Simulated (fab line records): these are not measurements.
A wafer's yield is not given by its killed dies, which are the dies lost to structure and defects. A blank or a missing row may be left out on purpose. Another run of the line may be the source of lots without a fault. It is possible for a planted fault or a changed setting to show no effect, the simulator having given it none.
Shared-tool check | flow nandHarc | Sampled: 3 lots, 9 wafers

## WHY IT WAS OPENED
Flagged at NHARC_END_SORT_01: reading killedDies, on 3 of 3 lots. Wafers without a fault read 66, standard deviation 23.
Rule: a lot is flagged when every wafer of it that has a number lies more than 4 standard deviations from that mean, or none has a number. The rest of the lots are taken to be sound.

lot  | measured     | on        | killedDies, wafer by wafer | flag
L784 | day 28 09:17 | prober-01 | 677 677 677                | FLAGGED
L786 | day 29 07:17 | prober-01 | 677 677 677                | FLAGGED
L787 | day 29 07:20 | prober-02 | 677 677 677                | FLAGGED
On average the flagged lots' numbers are 677, which is +611 against the usual, or +27 standard deviations.

## TOOL THAT RAN EACH LOT
2 process steps preceding the reading are held in the record, out of 1302 steps in the route. Every cell lists first the tool, next ch and the chambers used by the sampled wafers, and last the start.
lot  | flag    | NHARC_P_BONDPAD_DEGAS_25    | NHARC_A_ONON_D1_DEP_28
L784 | FLAGGED | pvdSputter-03, day 10 18:09 | pecvdOnon-02, day 12 07:47
L786 | FLAGGED | pvdSputter-03, day 11 10:13 | pecvdOnon-03, day 13 01:35
L787 | FLAGGED | pvdSputter-02, day 11 14:04 | pecvdOnon-02, day 13 06:18
What these steps do:
- NHARC_P_BONDPAD_DEGAS_25: time 60 s.
- NHARC_A_ONON_D1_DEP_28: target thk 1000 nm.
- NHARC_END_SORT_01

## FLAGGED OVER TOTAL, TOOL BY TOOL (the gauges that took the reading come last)
step                     | tool          | lots run | flagged | share of the flagged lots | sound lots run after its first flagged lot
NHARC_P_BONDPAD_DEGAS_25 | pvdSputter-02 | 1        | 1       | some                      | 0
NHARC_P_BONDPAD_DEGAS_25 | pvdSputter-03 | 2        | 2       | some                      | 0
NHARC_A_ONON_D1_DEP_28   | pecvdOnon-02  | 2        | 2       | some                      | 0
NHARC_A_ONON_D1_DEP_28   | pecvdOnon-03  | 1        | 1       | some                      | 0
NHARC_END_SORT_01        | prober-01     | 2        | 2       | some                      | 0
NHARC_END_SORT_01        | prober-02     | 1        | 1       | some                      | 0

## WHAT THE TABLE PERMITS
No row of the table ran every flagged lot.

## WHAT HAD BEEN PUT IN BY THE SIMULATOR
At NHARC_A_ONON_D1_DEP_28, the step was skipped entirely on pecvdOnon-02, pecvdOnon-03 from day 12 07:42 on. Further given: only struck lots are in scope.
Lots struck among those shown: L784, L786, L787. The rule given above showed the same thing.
